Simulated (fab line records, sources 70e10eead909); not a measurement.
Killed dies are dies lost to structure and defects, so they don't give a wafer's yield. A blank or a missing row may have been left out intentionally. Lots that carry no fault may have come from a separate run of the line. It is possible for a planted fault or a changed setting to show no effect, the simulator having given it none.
8D (eight disciplines) problem report, filled in by code    flow nand_harc    the parts of the form that need people (team, actions taken, sign-off) are left out

== 1. THE PROBLEM ==
At NHARC_END_SORT_01, killed_dies averages 677 over 3 wafers from 3 lots, while fault-free wafers read 60, standard deviation 19. Measured from the usual mean, that is +32 standard deviations.
First observed at day 30 13:19: wafer L166.6, on prober-02. The record has a number at this step for 7 wafers belonging to 3 lots. Rule for "out", or "out of limits": more than 4 standard deviations from the usual mean. The rest of the wafers with a number are treated as sound.

== 2. WHAT IT IS, WHAT IT ISN'T ==
question                     is                            is not
which readings at this step  killed_dies, killed_at_array  killed_at_other, killed_at_periphery, killed_open, killed_short
which lots                   L166, L169, L170              -
which wafers of those lots   L166.6, L169.2, L170.2        L166.1, L169.1, L170.1, L170.3
read on which gauges         prober-01, prober-02          -
when                         from day 30 13:19             up to then (1 sound wafer); but 3 sound wafers of L169, L170 came after

== 3. THE SUSPECTS, EACH WITH WHAT RULES IT OUT ==
Counting: if a tool at a process step up to the reading ran every lot that is out, it stays a suspect. Sound lots after the first of them don't rule it out here, since some wafers of a struck lot are sound.
- ruled out: the gauge at NHARC_END_SORT_01. Those wafers that are out were read across 2 gauges (prober-01, prober-02).
- rie_diel-12 at NHARC_A_STAIRCASE_DESCUM_11 (chemistry O2, time 3 s): kept. It ran every lot that is out, first L166 (day 22 02:33).
- rie_diel-12 at NHARC_A_STAIRCASE_TRIM_14 (chemistry O2, time 211.2 s): kept. It ran every lot that is out, first L166 (day 22 04:21). NHARC_A_STAIRCASE_TRIM_14 gives no start for some lots, so the hours and the order of its lots are those of NHARC_A_STAIRCASE_ETCH_23.
- rie_diel-06 at NHARC_A_STAIRCASE_ETCH_23 (etches the open film in C4F8/O2, target depth 100 nm, time 40.5 s): kept. It ran every lot that is out, first L166 (day 22 04:21). On those wafers its own readings are out: run_length_s.
Left after counting: rie_diel-12 at NHARC_A_STAIRCASE_DESCUM_11, rie_diel-12 at NHARC_A_STAIRCASE_TRIM_14, rie_diel-06 at NHARC_A_STAIRCASE_ETCH_23.

== 4. THE CAUSE (what the simulator had put in) ==
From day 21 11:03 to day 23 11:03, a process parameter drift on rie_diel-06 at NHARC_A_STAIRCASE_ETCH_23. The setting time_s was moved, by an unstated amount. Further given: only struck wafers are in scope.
3 suspects survive the count, and this tool is in that group.

== 5. SEQUENCE OF EFFECTS, ordered by route ==
Each row: a reading where the mean over the struck wafers with a number is more than 3 standard deviations away from the usual. Only readings for which the record gives a usual standard deviation are gone through. hours: the time from each lot's start at the first step in this table that gives one to its start at this step, as a median over the lots. sigmas: the change in usual standard deviations.
hours  step                       reading          usual   on struck wafers  change  sigmas
0      NHARC_A_STAIRCASE_ETCH_23  run_length_s     61.7 s  36.2              -25.5   -62
212    NHARC_END_SORT_01          killed_at_array  55      674               +619    +31
212    NHARC_END_SORT_01          killed_dies      60      677               +617    +32
It contains these process steps:
- NHARC_A_STAIRCASE_ETCH_23: etches the open film in C4F8/O2, target depth 100 nm, time 40.5 s.

== 6. WHAT WOULD HAVE CAUGHT IT SOONER ==
The first out-of-limits reading at a measuring or inspecting step in this record came at day 30 13:19, 218 hours after the fault's start at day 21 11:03.
At NHARC_A_STAIRCASE_ETCH_23, the tool's own readings (run_length_s) were out on each struck wafer the step has a row for, so an alarm limit on them would have fired on the first such wafer.
Lots out: 3; all had begun NHARC_A_STAIRCASE_ETCH_23 on rie_diel-06 by day 30 13:19. None of them would have been spared by holding the tool at that moment.
